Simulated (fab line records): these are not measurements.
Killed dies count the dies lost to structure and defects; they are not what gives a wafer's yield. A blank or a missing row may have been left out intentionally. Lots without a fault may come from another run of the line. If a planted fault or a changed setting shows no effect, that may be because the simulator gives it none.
fab line records	flow nand-harc
[record] lots = 13	wafers = 39	last-day = 25
route steps=1159 shown A_SGD_CUT@763 THIN_TSV@1107 END@1159
lots that met no fault: taken from a fault-free run of the same line
start-h: hours from the record's opening day to when the first of the lot's shown wafers began	wait-h: how many hours have passed since the lot's step before this one	" unchanged from the row above	L1.1+2: one row covering several wafers at once	- either no value or no given start	* or withheld: withheld	< > ~ a bound
route shown NAME@n: names a module that has steps shown in the file, with the first one's number in the route	usual: mean and standard deviation over wafers with no fault	same: alike in all rows	chamber/n: place in a boat	sites: each site's reading	_std_site: the standard deviation of these	_edge_site: mean of outer sites minus mean of inner sites	radius-mm: how far each site lies from the wafer's centre	mask NAME#n: copy n	behind: the tool/chamber that last shaped the wafer	hold: the reason the lot was held/the length of the hold in hours/how it ended	device: the transistor (n, p or np) that didn't switch	end of line: the tests these same wafers got at the end of their route	where a step has no rows: the recipe by itself	killed: count of dies lost to structure and defects at first sort (not the wafer's yield)	map: per-die view of a wafer (x killed, . not killed, _ where there is no die)
set.NAME: the setting the step ran with; set.NAME@STEP: the setting that earlier step ran with	model.NAME: the simulator's own value behind a step, which no gauge read
steps of the route over a sample of lots; a table a step, a row a wafer
services: when a tool's chamber went out of use (start-h, in hours from the record's first day, below 0 if earlier), for how many hours, and the reason
[[steps]]
[step NHARC_A_SGD_CUT_ETCH_59]
[recipe] target-depth-a = 2600	over-etch-frac = 0.25	time-s = 406.25	ion-energy-ev = 200	n2-flow-sccm = 150	h2-flow-sccm = 150	ar-flow-sccm = 0	rf-w = 400	bias-w = 150	chemistry = N2/H2
[usual] drypump-motor-current-A = 5.7/0.39	oes-product-au = 0.996/0.013	rf-vpp-V = 430.2/2.4	showerhead-plenum-p-Torr = 2.03/0.083	throttle-valve-pct = 14.171/0.0089
lot.wafer	tool	chamber	start-h	wait-h	drypump-motor-current-A	oes-product-au	rf-hours-counter-h	rf-vpp-V	showerhead-plenum-p-Torr	throttle-valve-pct
L912.1	rie-diel-02	2	301.78	-	5.9	0.997	13	433.4	2.18	14.172
L912.2	"	0	"	"	5.9	1.023	14	433.6	2.16	14.174
L912.6	"	3	"	"	5.8	1.003	-	431.8	2.05	14.175
L914.1	rie-diel-12	0	323.04	-	5.9	1.008	8	430.1	2.05	14.163
L914.3	"	2	"	"	5.5	0.995	9	429.0	1.98	14.173
L914.6	"	3	"	"	5.1	1.002	-	426.0	1.89	14.185
L913.4	rie-diel-02	1	323.17	-	6.5	0.980	17	430.7	1.98	14.173
L913.2	"	2	"	"	5.9	0.983	17	433.8	2.18	14.165
L913.5	"	1	"	"	6.5	0.988	-	428.4	1.98	14.166
L915.4	rie-diel-12	2	332.57	-	5.5	0.996	10	427.2	1.98	14.163
L915.2	"	3	"	"	5.1	0.994	9	426.6	1.89	14.156
L915.6	"	0	"	"	5.9	1.011	-	429.2	2.05	14.172
L917.3	rie-diel-02	2	339.91	-	6.0	0.977	0	433.7	2.18	14.168
L917.1	"	0	"	"	5.8	1.005	0	433.6	2.16	14.190
L917.6	"	1	"	"	6.5	0.991	-	428.7	1.98	14.185
L918.1	rie-diel-12	3	369.40	-	5.1	0.980	11	426.4	1.89	14.176
L918.6	"	3	"	"	5.1	0.978	-	427.2	1.89	14.183
L918.5	"	0	"	"	6.0	1.007	-	431.5	2.05	14.151
L920.3	rie-diel-10	3	371.50	-	5.4	1.000	1	431.7	2.07	14.170
L920.1	"	1	"	"	5.6	0.994	1	430.7	2.05	14.176
L920.4	"	3	"	"	5.4	0.993	-	432.4	2.07	14.152
L925.2	rie-diel-02	1	407.70	-	6.5	0.991	6	428.8	1.98	14.162
L925.4	"	2	"	"	5.9	0.993	6	435.0	2.18	14.179
L925.3	"	0	"	"	5.9	1.016	6	434.8	2.15	14.175
L929.3	rie-diel-10	1	408.23	-	5.6	0.992	6	431.1	2.05	14.175
L929.1	"	2	"	"	5.0	0.986	5	429.9	1.99	14.173
L929.5	"	0	"	"	5.7	1.008	-	428.2	1.92	14.168
L928.2	rie-diel-02	3	424.07	-	5.8	1.010	8	432.0	2.05	14.182
L928.1	"	0	"	"	5.9	1.003	8	433.6	2.15	14.175
L928.4	"	2	"	"	5.9	0.989	8	433.2	2.17	14.185
L934.1	rie-diel-10	2	445.23	-	5.0	0.978	10	428.4	1.99	14.175
L934.6	"	3	"	"	5.4	0.996	-	431.4	2.07	14.171
L934.5	"	0	"	"	5.7	1.000	-	427.7	1.91	14.168
L932.1	rie-diel-12	2	445.74	-	5.5	0.967	4	427.9	1.98	14.157
L932.3	"	3	"	"	5.1	0.971	6	425.4	1.89	14.178
L932.5	"	1	"	"	5.6	1.007	-	429.4	2.04	14.178
L935.4	rie-diel-10	3	452.30	-	5.4	1.003	10	430.8	2.07	14.164
L935.2	"	0	"	"	5.7	1.009	9	427.2	1.91	14.170
L935.5	"	2	"	"	5.0	0.976	-	428.8	1.99	14.163
[step NHARC_THIN_TSV_DEP_43]
[recipe] target-thk-a = 13285	temp-c = withheld	pressure-torr = 6.5	rf-w = 900	teos-flow-sccm = 161.4	flow-sccm = 2650	target-thk-nm = 1328.5	gas = O2	material = SiO2
[usual] chamber-pressure-Torr = 6.502/0.016	throttle-valve-pct = 16.0/0.52
lot.wafer	tool	chamber	start-h	wait-h	chamber-pressure-Torr	throttle-valve-pct
L913.2	pecvd-01	1	437.87	-	6.493	15.1
L913.5	"	0	"	"	6.499	16.0
L913.4	"	2	"	"	6.510	15.8
L914.3	pecvd-03	1	439.42	-	6.505	16.1
L914.1	"	2	"	"	6.498	17.2
L914.6	"	2	"	"	6.486	17.0
L912.2	pecvd-01	0	441.07	-	6.508	15.9
L912.1	"	2	"	"	6.498	16.0
L912.6	"	0	"	"	6.524	15.7
L915.2	pecvd-02	2	443.55	-	6.530	15.4
L915.4	"	0	"	"	6.498	15.8
L915.6	"	1	"	"	6.521	16.2
L917.1	pecvd-01	0	455.94	-	6.467	15.8
L917.3	"	0	"	"	6.512	15.7
L917.6	"	1	"	"	6.479	14.8
L920.3	pecvd-01	2	480.74	-	6.507	16.2
L920.1	"	0	"	"	6.495	15.8
L920.4	"	2	"	"	6.490	16.1
L918.1	pecvd-02	1	485.05	-	6.486	15.9
L918.6	"	1	"	"	6.487	15.8
L918.5	"	2	"	"	6.505	15.7
L929.3	pecvd-02	0	530.35	-	6.487	15.9
L929.1	"	1	"	"	6.485	16.4
L929.5	"	2	"	"	6.507	15.7
L925.2	pecvd-02	1	531.49	-	6.492	16.5
L925.3	"	0	"	"	6.506	16.2
L925.4	"	2	"	"	6.502	15.7
L928.2	pecvd-01	1	543.90	-	6.502	15.2
L928.1	"	2	"	"	6.489	16.3
L928.4	"	2	"	"	6.487	16.4
L932.3	pecvd-02	0	551.02	-	6.467	16.1
L932.1	"	1	"	"	6.502	16.4
L932.5	"	2	"	"	6.498	15.6
L934.1	pecvd-01	2	552.42	-	6.506	16.2
L934.6	"	1	"	"	6.487	15.4
L934.5	"	2	"	"	6.515	16.1
L935.2	pecvd-02	1	566.05	-	6.552	16.5
L935.4	"	2	"	"	6.510	15.8
L935.5	"	1	"	"	6.552	16.5
[step NHARC_THIN_TSV_CD_MEAS_16]
[usual] cd-nm = 999.9/2.6
lot.wafer	tool	chamber	start-h	wait-h	cd-nm
L913.2	cd-sem-03	-	439.50	0.1	1001.4
L913.4	"	-	"	"	997.9
L913.5	"	-	"	"	997.0
L914.1	cd-sem-01	-	441.23	0.1	996.8
L914.3	"	-	"	"	1002.4
L914.6	"	-	"	"	998.7
L912.1	cd-sem-02	-	442.89	0.1	1000.4
L912.2	"	-	"	"	1004.0
L912.6	"	-	"	"	1002.0
L915.2	cd-sem-02	-	445.35	0.1	998.5
L915.4	"	-	"	"	996.9
L915.6	"	-	"	"	1000.7
L917.1	cd-sem-01	-	457.90	0.1	1002.1
L917.3	"	-	"	"	1001.1
L917.6	"	-	"	"	999.5
L920.1	cd-sem-03	-	482.54	0.1	1004.5
L920.3	"	-	"	"	1004.0
L920.4	"	-	"	"	1005.4
L918.1	cd-sem-03	-	486.84	0.1	997.3
L918.5	"	-	"	"	996.4
L918.6	"	-	"	"	1002.0
L929.1	cd-sem-03	-	532.11	0.1	1000.8
L929.3	"	-	"	"	999.2
L929.5	"	-	"	"	1002.9
L925.2	cd-sem-02	-	533.32	0.1	998.7
L925.3	"	-	"	"	1001.0
L925.4	"	-	"	"	1003.5
L928.1	cd-sem-02	-	545.78	0.1	1001.1
L928.2	"	-	"	"	995.7
L928.4	"	-	"	"	1002.2
L932.1	cd-sem-03	-	552.98	0.1	1000.9
L932.3	"	-	"	"	996.1
L932.5	"	-	"	"	995.3
L934.1	cd-sem-02	-	554.04	0.1	1003.4
L934.5	"	-	"	"	999.1
L934.6	"	-	"	"	1000.9
L935.2	cd-sem-02	-	567.76	0.1	997.4
L935.4	"	-	"	"	998.0
L935.5	"	-	"	"	998.1
[step NHARC_THIN_TSV_PRE_CLEAN_50]
[recipe] time-s = 30	temp-c = 280	gas = H2/He
[usual] heater-power-w = 421/42
lot.wafer	tool	chamber	start-h	wait-h	heater-power-w
L913.4	pvd-sputter-01	-	-	-	453
L913.2	"	-	"	"	397
L913.5	"	-	"	"	441
L914.1	pvd-sputter-03	-	-	-	390
L914.3	"	-	"	"	364
L914.6	"	-	"	"	416
L912.1	pvd-sputter-02	-	-	-	450
L912.2	"	-	"	"	463
L912.6	"	-	"	"	446
L915.4	pvd-sputter-01	-	-	-	414
L915.2	"	-	"	"	440
L915.6	"	-	"	"	441
L917.3	pvd-sputter-02	-	-	-	457
L917.1	"	-	"	"	479
L917.6	"	-	"	"	446
L920.3	pvd-sputter-01	-	-	-	396
L920.1	"	-	"	"	508
L920.4	"	-	"	"	402
L918.1	pvd-sputter-01	-	-	-	405
L918.6	"	-	"	"	450
L918.5	"	-	"	"	395
L929.1	pvd-sputter-02	-	-	-	358
L929.3	"	-	"	"	472
L929.5	"	-	"	"	466
L925.2	pvd-sputter-03	-	-	-	399
L925.4	"	-	"	"	360
L925.3	"	-	"	"	462
L928.2	pvd-sputter-01	-	-	-	378
L928.1	"	-	"	"	463
L928.4	"	-	"	"	409
L932.3	pvd-sputter-03	-	-	-	375
L932.1	"	-	"	"	398
L932.5	"	-	"	"	453
L934.1	pvd-sputter-03	-	-	-	371
L934.5	"	-	"	"	392
L934.6	"	-	"	"	349
L935.2	pvd-sputter-02	-	-	-	459
L935.4	"	-	"	"	484
L935.5	"	-	"	"	462
[step NHARC_END_SORT_01]
[recipe] temp-c = 25
[usual] killed-at-array = 24/8.7	killed-at-other = 0.8/1.2	killed-at-periphery = 3.6/2.3	killed-dies = 28/8.9	killed-open = 3.2/1.9	killed-short = 2.0/1.6
[same] gross-dies = 677
lot.wafer	tool	chamber	start-h	wait-h	killed-at-array	killed-at-other	killed-at-periphery	killed-dies	killed-open	killed-short
L912.1	prober-02	0	464.84	2.5	28	1	2	31	2	2
L912.2	prober-02	0	465.64	2.8	23	0	2	25	4	1
L912.6	prober-02	0	468.85	4.0	17	0	2	19	1	3
L913.2	prober-01	0	465.41	2.8	12	0	0	12	1	0
L913.4	prober-01	0	467.01	3.4	14	0	1	15	3	2
L913.5	prober-01	0	467.80	3.7	18	0	0	18	2	0
L914.1	prober-01	0	472.38	2.5	26	1	5	32	3	6
L914.3	prober-01	0	473.97	3.1	18	0	1	19	5	1
L914.6	prober-01	0	476.35	4.0	17	0	5	22	6	0
L915.2	prober-02	0	473.42	2.8	27	0	3	30	4	2
L915.4	prober-02	0	474.97	3.3	27	1	4	32	1	5
L915.6	prober-02	0	476.52	3.9	26	1	1	28	5	3
L917.1	prober-01	0	487.92	2.5	35	1	4	40	1	2
L917.3	prober-01	0	489.50	3.1	26	1	4	31	3	1
L917.6	prober-01	0	491.88	4.0	28	1	2	31	2	2
L920.1	prober-02	0	496.76	2.5	30	0	8	38	2	2
L920.3	prober-02	0	498.38	3.1	22	1	5	28	2	2
L920.4	prober-02	0	499.19	3.4	24	2	9	35	7	3
L918.1	prober-01	0	504.42	2.4	24	3	3	30	4	2
L918.5	prober-01	0	507.66	3.7	26	1	0	27	2	3
L918.6	prober-01	0	508.47	4.1	25	0	1	26	2	2
L929.1	prober-02	0	546.14	2.5	31	0	1	32	0	1
L929.3	prober-02	0	547.75	3.1	36	0	1	37	1	3
L929.5	prober-02	0	549.37	3.7	30	0	0	30	2	1
L925.2	prober-01	0	546.96	2.8	14	1	8	23	3	2
L925.3	prober-01	0	547.76	3.1	23	0	8	31	6	3
L925.4	prober-01	0	548.56	3.4	13	1	7	21	1	5
L928.1	prober-02	0	561.88	2.5	135	0	5	140	0	3
L928.2	prober-02	0	562.67	2.8	21	0	9	30	3	1
L928.4	prober-02	0	564.24	3.4	23	0	4	27	1	2
L932.1	prober-02	0	569.59	2.5	25	0	2	27	5	1
L932.3	prober-02	0	571.19	3.1	33	0	3	36	3	3
L932.5	prober-02	0	572.80	3.7	39	0	3	42	5	1
L934.1	prober-01	0	577.35	2.5	18	2	0	20	2	0
L934.5	prober-01	0	580.56	3.7	18	0	1	19	0	1
L934.6	prober-01	0	581.37	4.0	26	0	2	28	3	7
L935.2	prober-01	0	585.93	2.8	17	5	5	27	1	3
L935.4	prober-01	0	587.50	3.3	13	6	6	25	1	3
L935.5	prober-01	0	588.28	3.6	19	3	6	28	2	2
// killed by level:class
L912.1 A_SLIT:chamber-film-flake=13 A_M1:chamber-film-flake=4 A_CHANNEL_HOLE_D1:chamber-film-flake=3 A_STAIRCASE:chamber-film-flake=2 A_CONTACT:chamber-film-flake=2 P_CONTACT:geometric-particle:short=1 A_CHANNEL_FILL_D1:geometric-particle:short=1 A_CHANNEL_FILL_D1:geometric-particle:open=1
L913.2 A_SLIT:chamber-film-flake=5 A_STAIRCASE:chamber-film-flake=3 A_CONTACT:chamber-film-flake=2 A_CONTACT:geometric-particle:open=1 A_CHANNEL_HOLE_D1:chamber-film-flake=1
L912.2 A_SLIT:chamber-film-flake=10 A_CONTACT:chamber-film-flake=6 A_M1:chamber-film-flake=4 A_CONTACT:geometric-particle:open=2 P_CONTACT:geometric-particle:open=1 P_M0:geometric-particle:short=1 A_SOURCE_PLATE:geometric-particle:open=1
L913.4 A_CHANNEL_HOLE_D1:chamber-film-flake=4 A_SLIT:chamber-film-flake=3 A_CHANNEL_FILL_D1:geometric-particle:open=1 A_SGD_CUT:geometric-particle:open=1 A_WL_FILL:geometric-particle:short=1 A_CONTACT:geometric-particle:open=1 A_CONTACT:geometric-particle:short=1 P_ZERO_WELL:chamber-film-flake=1
L913.5 A_SLIT:chamber-film-flake=8 A_CHANNEL_HOLE_D1:chamber-film-flake=5 A_CONTACT:chamber-film-flake=2 A_ONON_D1:geometric-particle:open=1 A_CHANNEL_HOLE_D1:geometric-particle:open=1 A_STAIRCASE:chamber-film-flake=1
L912.6 A_SLIT:chamber-film-flake=11 A_CONTACT:chamber-film-flake=2 P_STI:geometric-particle:short=1 P_BONDPAD:geometric-particle:short=1 A_CHANNEL_FILL_D1:geometric-particle:open=1 A_SGD_CUT:geometric-particle:short=1 A_CHANNEL_HOLE_D1:chamber-film-flake=1 A_STAIRCASE:chamber-film-flake=1
L914.1 A_SLIT:chamber-film-flake=7 A_CHANNEL_HOLE_D1:chamber-film-flake=4 A_CONTACT:chamber-film-flake=4 A_STAIRCASE:chamber-film-flake=3 P_M1:chamber-film-flake=2 P_CONTACT:geometric-particle:short=1 A_ONON_D1:geometric-particle:open=1 A_ONON_D1:geometric-particle:short=1
L915.2 A_SLIT:chamber-film-flake=10 A_CHANNEL_HOLE_D1:chamber-film-flake=9 A_SGD_CUT:geometric-particle:short=2 A_CONTACT:geometric-particle:open=2 P_STI:chamber-film-flake=2 P_GATE:geometric-particle:open=1 A_WL_FILL:geometric-particle:open=1 A_CHANNEL_FILL_D1:chamber-film-flake=1
L914.3 A_SLIT:chamber-film-flake=6 A_STAIRCASE:chamber-film-flake=3 A_CONTACT:chamber-film-flake=2 P_GATE:geometric-particle:short=1 A_CHANNEL_HOLE_D1:geometric-particle:open=1 A_CHANNEL_FILL_D1:geometric-particle:open=1 A_SGD_CUT:geometric-particle:open=1 A_BLC:geometric-particle:open=1
L915.4 A_CHANNEL_HOLE_D1:chamber-film-flake=13 A_SLIT:chamber-film-flake=7 P_STI:chamber-film-flake=4 A_ONON_D1:geometric-particle:short=2 A_CONTACT:chamber-film-flake=2 A_BLC:geometric-particle:open=1 A_BLC:geometric-particle:short=1 A_M1:geometric-particle:short=1
L914.6 A_SLIT:chamber-film-flake=6 A_CHANNEL_HOLE_D1:chamber-film-flake=2 A_STAIRCASE:chamber-film-flake=2 A_CONTACT:chamber-film-flake=2 P_GATE:geometric-particle:open=1 P_CONTACT:geometric-particle:open=1 P_M2:geometric-particle:open=1 A_CHANNEL_HOLE_D1:geometric-particle:open=1
L915.6 A_SLIT:chamber-film-flake=8 A_CHANNEL_HOLE_D1:chamber-film-flake=7 A_STAIRCASE:chamber-film-flake=4 A_BLC:geometric-particle:open=2 A_SOURCE_PLATE:geometric-particle:open=1 A_CHANNEL_FILL_D1:geometric-particle:short=1 A_WL_FILL:geometric-particle:short=1 A_BLC:geometric-particle:short=1
L917.1 A_STAIRCASE:chamber-film-flake=12 A_SLIT:chamber-film-flake=10 A_SGD_CUT:chamber-film-flake=6 A_CHANNEL_HOLE_D1:chamber-film-flake=3 P_CONTACT:geometric-particle:open=1 P_M0:geometric-particle:short=1 A_CHANNEL_FILL_D1:geometric-particle:short=1 P_M0:chamber-film-flake=1
L917.3 A_STAIRCASE:chamber-film-flake=8 A_SGD_CUT:chamber-film-flake=8 A_SLIT:chamber-film-flake=6 A_CHANNEL_HOLE_D1:chamber-film-flake=2 P_CONTACT:geometric-particle:open=1 P_M0:geometric-particle:short=1 P_M1:geometric-particle:open=1 A_BLC:geometric-particle:open=1
L917.6 A_STAIRCASE:chamber-film-flake=7 A_SLIT:chamber-film-flake=7 A_CHANNEL_HOLE_D1:chamber-film-flake=5 A_SGD_CUT:chamber-film-flake=3 A_CONTACT:chamber-film-flake=2 P_M0:geometric-particle:open=1 A_CHANNEL_HOLE_D1:geometric-particle:short=1 A_WL_FILL:geometric-particle:short=1
L920.1 A_SLIT:chamber-film-flake=15 A_STAIRCASE:chamber-film-flake=4 A_WL_FILL:chamber-film-flake=3 A_CONTACT:chamber-film-flake=3 A_CONTACT:geometric-particle:short=2 P_ZERO_WELL:chamber-film-flake=2 P_STI:chamber-film-flake=2 P_M2:chamber-film-flake=2
L920.3 A_SLIT:chamber-film-flake=7 A_WL_FILL:chamber-film-flake=4 P_M2:chamber-film-flake=3 A_CHANNEL_HOLE_D1:chamber-film-flake=3 P_ZERO_WELL:chamber-film-flake=2 A_STAIRCASE:chamber-film-flake=2 A_CONTACT:chamber-film-flake=2 A_ONON_D1:geometric-particle:open=1
L920.4 A_SLIT:chamber-film-flake=13 P_ZERO_WELL:chamber-film-flake=3 P_M0:geometric-particle:open=2 P_M2:chamber-film-flake=2 A_CONTACT:chamber-film-flake=2 P_CONTACT:geometric-particle:open=1 A_ONON_D1:geometric-particle:short=1 A_CHANNEL_HOLE_D1:geometric-particle:open=1
L918.1 A_CHANNEL_HOLE_D1:chamber-film-flake=14 A_CONTACT:chamber-film-flake=4 THIN_TSV:chamber-film-flake=3 A_ONON_D1:geometric-particle:open=2 A_STAIRCASE:chamber-film-flake=2 P_CONTACT:geometric-particle:open=1 P_M2:geometric-particle:open=1 A_ONON_D1:geometric-particle:short=1
L918.5 A_CHANNEL_HOLE_D1:chamber-film-flake=14 A_STAIRCASE:chamber-film-flake=4 A_CHANNEL_FILL_D1:geometric-particle:short=2 A_CONTACT:geometric-particle:open=2 A_ONON_D1:geometric-particle:short=1 A_ZERO_WELL:chamber-film-flake=1 A_WL_FILL:chamber-film-flake=1 A_CONTACT:chamber-film-flake=1
L918.6 A_CHANNEL_HOLE_D1:chamber-film-flake=17 A_STAIRCASE:chamber-film-flake=2 A_SGD_CUT:geometric-particle:short=1 A_WL_FILL:geometric-particle:open=1 A_WL_FILL:geometric-particle:short=1 A_CONTACT:geometric-particle:open=1 P_GATE:chamber-film-flake=1 A_WL_FILL:chamber-film-flake=1
L929.1 A_CHANNEL_HOLE_D1:chamber-film-flake=22 A_SLIT:chamber-film-flake=9 P_CONTACT:geometric-particle:short=1
L925.2 A_STAIRCASE:chamber-film-flake=5 A_CONTACT:chamber-film-flake=4 P_ZERO_WELL:chamber-film-flake=3 A_CONTACT:geometric-particle:open=2 P_STI:chamber-film-flake=2 A_CHANNEL_HOLE_D1:chamber-film-flake=2 P_M1:geometric-particle:short=1 A_ONON_D1:geometric-particle:open=1
L929.3 A_CHANNEL_HOLE_D1:chamber-film-flake=17 A_SLIT:chamber-film-flake=13 A_ONON_D1:geometric-particle:short=1 A_CHANNEL_FILL_D1:geometric-particle:short=1 A_CONTACT:geometric-particle:short=1 A_CONTACT:geometric-particle:open=1 P_M0:chamber-film-flake=1 A_STAIRCASE:chamber-film-flake=1
L925.3 A_CONTACT:chamber-film-flake=6 A_CHANNEL_HOLE_D1:chamber-film-flake=5 A_STAIRCASE:chamber-film-flake=4 A_CONTACT:geometric-particle:open=3 P_ZERO_WELL:chamber-film-flake=3 P_M1:chamber-film-flake=3 P_STI:geometric-particle:open=1 A_ONON_D1:geometric-particle:short=1
L925.4 P_M1:chamber-film-flake=5 A_STAIRCASE:chamber-film-flake=4 A_CHANNEL_HOLE_D1:geometric-particle:short=2 A_CHANNEL_HOLE_D1:chamber-film-flake=2 A_CONTACT:chamber-film-flake=2 P_M2:geometric-particle:short=1 A_SGD_CUT:geometric-particle:open=1 A_WL_FILL:geometric-particle:short=1
L929.5 A_CHANNEL_HOLE_D1:chamber-film-flake=13 A_SLIT:chamber-film-flake=11 A_CHANNEL_FILL_D1:geometric-particle:open=1 A_BLC:geometric-particle:short=1 A_M1:geometric-particle:open=1 A_CHANNEL_FILL_D1:chamber-film-flake=1 A_WL_FILL:chamber-film-flake=1 A_BLC:chamber-film-flake=1
L928.1 A_SGD_CUT:unspecified=100 A_SLIT:chamber-film-flake=18 A_BLC:chamber-film-flake=6 A_CHANNEL_HOLE_D1:chamber-film-flake=3 A_CONTACT:chamber-film-flake=3 P_ZERO_WELL:chamber-film-flake=2 P_M0:chamber-film-flake=2 A_BONDPAD:chamber-film-flake=2
L928.2 A_SLIT:chamber-film-flake=8 A_CHANNEL_HOLE_D1:chamber-film-flake=6 P_M0:chamber-film-flake=4 P_ZERO_WELL:chamber-film-flake=3 A_M0:geometric-particle:open=2 A_CONTACT:chamber-film-flake=2 P_M2:geometric-particle:open=1 A_SGD_CUT:geometric-particle:short=1
L928.4 A_SLIT:chamber-film-flake=10 A_BLC:chamber-film-flake=5 A_CHANNEL_HOLE_D1:chamber-film-flake=3 P_ZERO_WELL:chamber-film-flake=2 A_CONTACT:chamber-film-flake=2 A_STAIRCASE:geometric-particle:open=1 A_WL_FILL:geometric-particle:short=1 P_GATE:chamber-film-flake=1
L932.1 A_SLIT:chamber-film-flake=14 A_M1:geometric-particle:open=2 A_STAIRCASE:chamber-film-flake=2 A_CONTACT:chamber-film-flake=2 P_M0:geometric-particle:open=1 A_WL_FILL:geometric-particle:short=1 A_BLC:geometric-particle:open=1 A_M0:geometric-particle:open=1
L932.3 A_SLIT:chamber-film-flake=19 A_CHANNEL_HOLE_D1:chamber-film-flake=4 A_CHANNEL_FILL_D1:chamber-film-flake=2 A_CONTACT:chamber-film-flake=2 P_M0:geometric-particle:short=1 P_M0:geometric-particle:open=1 A_SOURCE_PLATE:geometric-particle:open=1 A_CHANNEL_HOLE_D1:geometric-particle:short=1
L932.5 A_SLIT:chamber-film-flake=21 A_STAIRCASE:chamber-film-flake=4 A_CONTACT:chamber-film-flake=4 A_CHANNEL_HOLE_D1:chamber-film-flake=3 A_WL_FILL:geometric-particle:open=2 P_BONDPAD:geometric-particle:open=1 A_ONON_D1:geometric-particle:short=1 A_ONON_D1:geometric-particle:open=1
L934.1 A_CHANNEL_HOLE_D1:chamber-film-flake=7 A_CONTACT:chamber-film-flake=3 A_BLC:geometric-particle:open=1 A_M0:geometric-particle:open=1 A_ZERO_WELL:chamber-film-flake=1 A_CHANNEL_FILL_D1:chamber-film-flake=1 A_STAIRCASE:chamber-film-flake=1 A_SGD_CUT:chamber-film-flake=1
L934.5 A_CHANNEL_HOLE_D1:chamber-film-flake=12 A_CHANNEL_FILL_D1:chamber-film-flake=3 A_ONON_D1:geometric-particle:short=1 P_ZERO_WELL:chamber-film-flake=1 A_ZERO_WELL:chamber-film-flake=1 A_CONTACT:chamber-film-flake=1
L934.6 A_CHANNEL_HOLE_D1:chamber-film-flake=10 A_STAIRCASE:chamber-film-flake=5 A_ONON_D1:geometric-particle:short=2 A_WL_FILL:geometric-particle:short=2 A_CHANNEL_FILL_D1:chamber-film-flake=2 P_M0:geometric-particle:short=1 P_M0:geometric-particle:open=1 A_CHANNEL_HOLE_D1:geometric-particle:short=1
L935.2 A_CONTACT:chamber-film-flake=8 THIN_TSV:chamber-film-flake=5 A_CHANNEL_FILL_D1:chamber-film-flake=3 A_STAIRCASE:chamber-film-flake=3 P_STI:chamber-film-flake=2 P_STI:geometric-particle:short=1 A_SLIT:geometric-particle:short=1 A_CONTACT:geometric-particle:short=1
L935.4 A_CONTACT:chamber-film-flake=7 THIN_TSV:chamber-film-flake=6 P_STI:chamber-film-flake=3 P_ZERO_WELL:chamber-film-flake=2 A_ONON_D1:geometric-particle:open=1 A_ONON_D1:geometric-particle:short=1 A_CHANNEL_FILL_D1:geometric-particle:short=1 A_BLC:geometric-particle:short=1
L935.5 A_CONTACT:chamber-film-flake=9 A_CHANNEL_FILL_D1:chamber-film-flake=5 P_STI:chamber-film-flake=3 A_STAIRCASE:chamber-film-flake=2 THIN_TSV:chamber-film-flake=2 P_GATE:geometric-particle:short=1 P_CONTACT:geometric-particle:open=1 A_STAIRCASE:geometric-particle:open=1
[[services]]
tool	chamber	start-h	hours	kind
pvd-sputter-03	-	280.00	10.0	pm
rie-diel-12	1	282.08	6.6	repair
rie-diel-10	3	296.99	3.9	repair
pecvd-02	0	304.93	6.6	repair
pecvd-01	0	309.91	8.5	repair
rie-diel-10	-	311.99	18.9	repair
rie-diel-12	1	313.79	10.2	repair
rie-diel-02	-	327.20	0.3	repair
rie-diel-02	-	328.00	9.0	pm
pecvd-02	-	334.30	13.0	pm
rie-diel-10	2	336.56	20.2	repair
rie-diel-10	0	347.06	13.5	repair
rie-diel-10	-	353.52	9.0	pm
pvd-sputter-01	-	359.74	10.0	pm
rie-diel-10	0	371.03	9.7	repair
rie-diel-12	-	379.41	9.0	pm
pecvd-01	0	415.73	4.8	repair
pecvd-01	-	418.39	13.0	pm
pecvd-01	2	453.02	6.8	repair
rie-diel-02	-	505.00	9.0	pm
pecvd-02	-	515.30	13.0	pm
pecvd-01	0	520.71	5.4	repair
pvd-sputter-01	-	537.83	10.0	pm
pvd-sputter-01	-	550.11	3.2	repair
[[key]]
[first-sign] step = NHARC_END_SORT_01	reading = killed-at-array	direction = up	sigmas = 13	usual = 24	struck = 135
[effect] step = NHARC_END_SORT_01	reading = killed-dies	direction = up	sigmas = 13	usual = 28	struck = 140
[more-kills-born-at] NHARC_A_SGD_CUT_ETCH_59@rie-diel-02 = 100
met-at NHARC_A_SGD_CUT_ETCH_59
struck-lots L928
struck-wafers L928.1
tester-left-out L928
not-acting-at NHARC_THIN_TSV_DEP_43,NHARC_THIN_TSV_CD_MEAS_16,NHARC_THIN_TSV_PRE_CLEAN_50
onset-between 407.70 424.07
[fault] kind = chamber-particle-source	tool = rie-diel-02	chamber = 0	onset-h = 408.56	steps = NHARC_A_SGD_CUT_ETCH_59	rate-per-visit-cm2 = 1.0029	end-h = 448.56
// tester-left-out: of these lots the tester's yield and bins aren't shown, on N5 and GAA mostly nor the transistor test; their killed dies are dies lost to structure and defects alone, not to doping, threshold or leakage, so they don't give the yield
